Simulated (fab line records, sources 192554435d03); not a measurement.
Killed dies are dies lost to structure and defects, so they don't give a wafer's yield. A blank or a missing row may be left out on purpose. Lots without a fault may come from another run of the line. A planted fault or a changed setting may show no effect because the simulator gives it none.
Which tool did it? | flow n5_finfet | 12 lots, 36 wafers sampled, at 1 step of a route of 1938

WHAT THE GAUGES READ, wafer by wafer
N5_BEOL_M9_INSPECT_58: inspects for defects (darkfield).
lot  | measured     | on                | raw_defect_count
L074 | day 10 11:10 | defect_inspect-01 | 34 39 72
L077 | day 11 11:53 | defect_inspect-02 | 58 91 100
L079 | day 11 12:58 | defect_inspect-02 | 63 65 87
L080 | day 11 20:22 | defect_inspect-02 | 68 110 111
L083 | day 12 09:01 | defect_inspect-01 | 55 100 70
L084 | day 12 19:59 | defect_inspect-01 | 54 72 69
L089 | day 14 02:26 | defect_inspect-02 | 75 81 59
L086 | day 14 07:42 | defect_inspect-01 | 58 72 65
L093 | day 15 18:10 | defect_inspect-02 | 80 68 69
L092 | day 15 23:17 | defect_inspect-01 | 43 43 88
L095 | day 16 23:02 | defect_inspect-01 | 82 56 59
L097 | day 17 01:08 | defect_inspect-01 | 46 96 78

WHICH TOOL RAN EACH LOT (tool, then ch and the chambers of the sampled wafers, then the start)
The record holds no process step before these readings.

THE ANSWER, worked out from the rows above alone
Rule: what is usual is taken from the lots themselves. Put in order of their means at a reading, lots are off if they are a third of the lots or fewer, leave a main group of 4 or more, and stand apart from it by a gap of 3 or more times the standard deviation of the main group's means; of several such gaps the widest counts. A main group whose means are all the same, to the digits that the tables above print for the reading, isn't used. A lot without any number at a reading at which 4 lots or more have one is off too. The other lots that the step has rows for count as sound.
No lot is off at any reading shown: from this, nothing can be told.

WHAT THE SIMULATOR HAD PUT IN
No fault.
